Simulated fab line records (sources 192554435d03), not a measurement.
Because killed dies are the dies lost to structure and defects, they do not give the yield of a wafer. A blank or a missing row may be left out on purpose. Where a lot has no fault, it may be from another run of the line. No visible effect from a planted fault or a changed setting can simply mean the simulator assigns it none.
A struck lot beside a sound one || flow n5-finfet || 15 steps out of a route of 1938
Sound: wafers L206.3, L206.4, L206.6. Struck: wafer L218.2; the same lot's L218.5 was not struck, so it is left out; see the end for the cause.
Per side, at each step with rows, come the tool, then ch with its chambers, and then its first start. Under that, the readings that differ: sound wafers || struck wafers || difference of the means || sigmas: that difference in standard deviations of wafers without a fault.
alike: words and numbers the same on both sides, and readings whose means are apart by under 2 such deviations; not compared: readings that were withheld, readings missing a value for some wafer, numbers with overlapping values and no deviation given by the record, and bounds like >300 which may hide the same value.
A row with sigmas, a row that says differs or no value, or rows on one side alone: a step with any of these is where the two part. Numbers that don't overlap but have no deviation are shown without sigmas and don't part them. A reading missing from all wafers of one side parts the sides only when that side holds two or more wafers.

first, 8 steps without rows for these wafers: N5_BEOL_M13_COAT_66 (time 60 s, resist thk 110 nm); N5_BEOL_M13_COAT_22 (resist thk 300 nm); N5_BEOL_M13_EBR_24; N5_BEOL_M13_SOFTBAKE_23 (time 60 s); N5_BEOL_M13_EXPOSE_25 (exposes mask M13, target cd 210 nm); N5_BEOL_M13_PEB_26 (peb time 90 s); N5_BEOL_M13_DEVELOP_27 (develop time 45 s); N5_BEOL_M13_HARDBAKE_32 (time 120 s).
N5_BEOL_M13_CD_MEAS_28: target cd 209.5 nm.
  sound on cd-sem-02 ch 0, day 11 10:08; struck on cd-sem-03 ch 0, day 14 01:06
  alike: cd-nm
N5_BEOL_M13_OVL_MEAS_29:
  sound on overlay-02 ch 0, day 11 10:09; struck on overlay-01 ch 0, day 14 01:08
  alike: M13_OVL
N5_BEOL_M13_INSPECT_30: inspects for defects (macro).
  sound on defect-inspect-02 at day 11 10:11; struck on defect-inspect-02 at day 14 01:09
  alike: raw-defect-count
N5_BEOL_M13_DESCUM_33: chemistry O2, time 7.9 s.
  sound on rie-diel-01 ch 0,1,2, day 11 10:14; struck on rie-diel-01 ch 0, day 14 01:11
  alike: bias-power-w, drypump-motor-current-A, o2-flow-sccm, oes-product-au, rf-fwd-power-W, rf-vpp-V, showerhead-plenum-p-Torr, throttle-valve-pct
  not compared: rf-hours-counter-h
N5_BEOL_M13_ETCH_67: etches SiARC in CF4, target depth 143 nm, time 238.3 s.
  sound on rie-diel-01 ch 0,1,2, day 11 10:16; struck on rie-diel-01 ch 0, day 14 01:13
{"reading": "etch-rf-on-time-s (s)", "sound": "240 229 241", "struck": 172, "difference": -65, "sigmas": -11}
{"reading": "rf-vpp-V (V)", "sound": "183.6 183.6 184.8", "struck": 186.1, "difference": "+2.1", "sigmas": "+2"}
  alike: drypump-motor-current-A, oes-product-au, rf-fwd-power-W, showerhead-plenum-p-Torr, throttle-valve-pct
  not compared: rf-hours-counter-h
N5_BEOL_M13_ETCH_68: etches SOC in N2/H2, time 355 s.
  sound on rie-diel-01 ch 0,1,2, day 11 10:25; struck on rie-diel-01 ch 0, day 14 01:22
  alike: drypump-motor-current-A, oes-product-au, rf-fwd-power-W, rf-vpp-V, showerhead-plenum-p-Torr, throttle-valve-pct
  not compared: rf-hours-counter-h
N5_PASSIVATION_PROBE_49:
  sound wafers here have rows in the record (prober-02, day 12 19:59); struck ones have none

## WHERE THEY PART
At N5_BEOL_M13_ETCH_67 first; at N5_PASSIVATION_PROBE_49 last (within this record only).

WHY: whatever the simulator had introduced
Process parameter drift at N5_BEOL_M13_ETCH_67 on rie-diel-01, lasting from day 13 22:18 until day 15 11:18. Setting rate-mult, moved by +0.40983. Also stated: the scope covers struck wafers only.
